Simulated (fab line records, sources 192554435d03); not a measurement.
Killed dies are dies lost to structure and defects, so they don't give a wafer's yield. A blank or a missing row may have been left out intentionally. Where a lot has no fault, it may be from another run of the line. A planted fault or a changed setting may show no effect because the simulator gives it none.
Code-filled problem report in 8D (eight disciplines) form ; flow n5Finfet ; the parts of the form that need people (team, actions taken, sign-off) are left out

== 1. WHAT IS WRONG ==
At N5_SDB_COAT_05, spinSpeedRpm averages 1369.8 rpm over 6 wafers from 2 lots, while fault-free wafers read 1500.1 rpm, standard deviation 0.96. So: -99 or more standard deviations from the usual mean.
The step: resist thk 90 nm.
Seen first at day 5 11:58 on lithoTrack-04, wafer L451.1. The record has a number at this step for 12 wafers belonging to 4 lots. The rule behind "out" and "out of limits": a value lying over 4 standard deviations away from the usual mean. The rest of the wafers with a number are treated as sound.

== 2. WHAT IT IS, WHAT IT ISN'T ==
question;is;is not
which readings at this step;spinSpeedRpm;-
which lots;L451, L454;L462, L466
which wafers of those lots;all that have a number;-
read on which tools;lithoTrack-04;lithoTrack-01
when;from day 5 11:58;"up to then (0 sound wafers); but 6 sound wafers of L462, L466 came after"

== 3. SUSPECTS, AND WHAT RULES EACH OUT ==
Counting: any tool at a process step up to the reading is kept as a suspect provided that every lot that is out went through it and no sound lot did after the first of them.
- lithoTrack-04 at N5_SDB_COAT_05 (resist thk 90 nm): ruled out as a lasting fault. The sound lots L466 went through it after L451, its earliest lot that is out (day 5 11:58).
Left after counting: nothing in the record.

== 4. THE CAUSE (what the simulator had put in) ==
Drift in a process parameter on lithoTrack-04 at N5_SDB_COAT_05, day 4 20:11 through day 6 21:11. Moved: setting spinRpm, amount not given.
Counting ruled it out, wrongly.

== 5. THE CHAIN OF EFFECTS, in route order ==
Each row: a reading where the mean over the struck wafers with a number is more than 3 standard deviations away from the usual. Scope: only readings with a usual standard deviation given in the record; hours: median across lots of the time from each lot's start at the first step in this table that gives one to its start at this step; sigmas: change in usual standard deviations.
hours;step;reading;usual;on struck wafers;change;sigmas
0;N5_SDB_COAT_05;spinSpeedRpm;1500.1 rpm;1369.8;-130.2;-99 or more
It contains these process steps:
- N5_SDB_COAT_05: resist thk 90 nm.
At these later measuring or inspecting steps, every struck wafer for which the step has a row has a number for every such reading, and none has moved that far: N5_BEOL_M4_RC_MEAS_101.

== 6. WHAT WOULD HAVE CAUGHT IT SOONER ==
First out-of-limits reading in this record: day 5 11:58, which is 16 hours after fault onset at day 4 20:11.
